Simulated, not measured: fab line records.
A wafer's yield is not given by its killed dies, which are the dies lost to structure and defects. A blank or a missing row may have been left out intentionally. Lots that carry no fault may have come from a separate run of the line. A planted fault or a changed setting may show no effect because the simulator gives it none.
Which tool was responsible? | flow n5Finfet | Sampling: 13 lots, 37 wafers, 4 of 1938 route steps

== WHAT THE GAUGES READ, wafer by wafer ==
N5_BEOL_M13_OVL_MEAS_11.
lot  | measured     | on         | V12_OVL (nm)
L661 | day 11 06:46 | overlay-01 | -4 -6 -4
L664 | day 11 11:40 | overlay-02 | -5 -2 -7
L662 | day 11 19:58 | overlay-02 | 0 -4 -2
L665 | day 12 04:03 | overlay-01 | -3 1
L667 | day 12 10:44 | overlay-01 | -11 -6 -4
L666 | day 12 12:08 | overlay-01 | 6 -2
L669 | day 12 23:06 | overlay-02 | -6 -7 -8
L675 | day 14 03:36 | overlay-01 | -3 -3 4
L673 | day 14 04:13 | overlay-02 | -3 -7 -2
L676 | day 14 11:13 | overlay-01 | -2 0 -3
L678 | day 14 18:35 | overlay-01 | -6 -4 -2
L680 | day 15 19:29 | overlay-02 | 0 1 -4
L681 | day 16 08:04 | overlay-02 | -2 -8 5

N5_BEOL_M13_CD_MEAS_17: the cd target is 190 nm.
lot  | measured     | on       | cdNm (nm)
L661 | day 11 07:21 | cdSem-01 | 192.8 188.6 189.8
L664 | day 11 12:17 | cdSem-01 | 187.9 186.4 186.1
L662 | day 11 20:32 | cdSem-01 | 186.0 186.9 186.1
L665 | day 12 04:40 | cdSem-03 | 188.7 191.2
L667 | day 12 11:19 | cdSem-03 | 188.4 189.9 192.5
L666 | day 12 12:50 | cdSem-02 | 189.9 190.7
L669 | day 12 23:41 | cdSem-01 | 190.8 189.6 190.1
L675 | day 14 04:15 | cdSem-02 | 193.4 190.7 191.0
L673 | day 14 04:48 | cdSem-01 | 191.4 193.4 191.0
L676 | day 14 11:49 | cdSem-03 | 193.2 191.8 189.5
L678 | day 14 19:20 | cdSem-02 | 189.2 188.9 189.0
L680 | day 15 20:11 | cdSem-01 | 194.3 191.8 193.2
L681 | day 16 09:32 | cdSem-02 | 191.9 193.0 195.2

N5_BEOL_M13_CD_MEAS_28: the cd target is 209.5 nm.
lot  | measured     | on       | cdNm (nm)
L661 | day 11 07:48 | cdSem-01 | 210.0 208.8 208.9
L664 | day 11 12:37 | cdSem-02 | 209.9 212.6 210.2
L662 | day 11 20:52 | cdSem-01 | 211.1 211.4 212.3
L665 | day 12 05:00 | cdSem-02 | 210.3 210.0
L667 | day 12 11:46 | cdSem-02 | 209.2 210.3 209.4
L666 | day 12 13:10 | cdSem-02 | 210.9 211.0
L669 | day 13 00:08 | cdSem-01 | 209.7 211.7 210.2
L675 | day 14 04:42 | cdSem-02 | 211.4 211.7 212.9
L673 | day 14 05:08 | cdSem-03 | 209.4 209.4 209.1
L676 | day 14 12:16 | cdSem-03 | 212.2 211.2 212.6
L678 | day 14 19:40 | cdSem-01 | 210.3 210.9 210.8
L680 | day 15 20:31 | cdSem-03 | 208.5 208.7 211.3
L681 | day 16 09:52 | cdSem-03 | 210.0 209.0 209.1

== WHAT TOOL EACH LOT RAN ON (gives the tool, then ch and the chambers of the sampled wafers, and finally the start) ==
lot  | N5_BEOL_M13_COAT_22
L661 | lithoTrack-05 ch 0, day 11 07:23
L664 | lithoTrack-03 ch 0, day 11 12:19
L662 | lithoTrack-04 ch 0, day 11 20:35
L665 | lithoTrack-03 ch 0, day 12 04:43
L667 | lithoTrack-03 ch 0, day 12 11:22
L666 | lithoTrack-05 ch 0, day 12 12:53
L669 | lithoTrack-04 ch 0, day 12 23:44
L675 | lithoTrack-03 ch 0, day 14 04:17
L673 | lithoTrack-05 ch 0, day 14 04:50
L676 | lithoTrack-03 ch 0, day 14 11:51
L678 | lithoTrack-03 ch 0, day 14 19:22
L680 | lithoTrack-05 ch 0, day 15 20:13
L681 | lithoTrack-05 ch 0, day 16 09:35
- N5_BEOL_M13_COAT_22: resist thk 300 nm.

== AS READ BY THE TOOLS THEMSELVES (means over the sampled wafers that have a number; for cases with no such wafer, the mark the record gives instead) ==
N5_BEOL_M13_COAT_22.
lot  | tool          | resistLineTempC (C) | spinSpeedRpm (rpm)
L661 | lithoTrack-05 | 22.95               | 2887.8
L664 | lithoTrack-03 | 22.99               | 2887.5
L662 | lithoTrack-04 | 23.03               | 2888.9
L665 | lithoTrack-03 | 22.93               | 2889.4
L667 | lithoTrack-03 | 22.94               | 2888.8
L666 | lithoTrack-05 | 22.95               | 2886.4
L669 | lithoTrack-04 | 22.92               | 2889.7
L675 | lithoTrack-03 | 22.97               | 3293.5
L673 | lithoTrack-05 | 23.04               | 2887.5
L676 | lithoTrack-03 | 22.96               | 3296.1
L678 | lithoTrack-03 | 23.06               | 3294.6
L680 | lithoTrack-05 | 23.09               | 2888.6
L681 | lithoTrack-05 | 23.00               | 2887.2

== THE ANSWER, worked out from the rows above alone ==
Rule: what is usual is taken from the lots themselves. The widest of any qualifying gaps counts: lots, ordered by their means at a reading, are off when they make up no more than a third of the lots, leave a main group of 4 or more, and stand apart from it by 3 or more times the standard deviation of that group's means. Not used: any main group whose means are identical at the precision the tables above print for the reading. Also off: a lot with no number at a reading for which 4 or more lots have one. Where the step has rows for the other lots, those lots are counted as sound. After the gauges, taken in route order, come the tools' own readings; for these a lot's mean is taken, as printed above. The first step at which some lot is off is used, and at that step the reading that is off furthest; a lot without a number counts as furthest.
Off, at N5_BEOL_M13_COAT_22 on spinSpeedRpm: L675, L676, L678. Mean 2888.2 rpm and standard deviation 1 in the main group.
A tool fits if, at that step or a process step before it, it ran every lot that is off, and no sound lot after the first of them. One fits: lithoTrack-03 at N5_BEOL_M13_COAT_22. A fault onset in the window from L667 (day 12 11:22, its last sound lot) to L675 (day 14 04:17, its first lot off) fits.
The tool's own readings at N5_BEOL_M13_COAT_22 bear it out: on the lots that are off they differ by more than 5 times the standard deviation of the sound lots' means. spinSpeedRpm reads 3294.7 rpm there against 2888.2 rpm on the sound lots.

== WHAT WAS PUT IN BY THE SIMULATOR ==
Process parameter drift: lithoTrack-03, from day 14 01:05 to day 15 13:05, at N5_BEOL_M13_COAT_22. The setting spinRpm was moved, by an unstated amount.
Shown lots that were struck: L675, L676, L678. The rule given above showed the same thing.
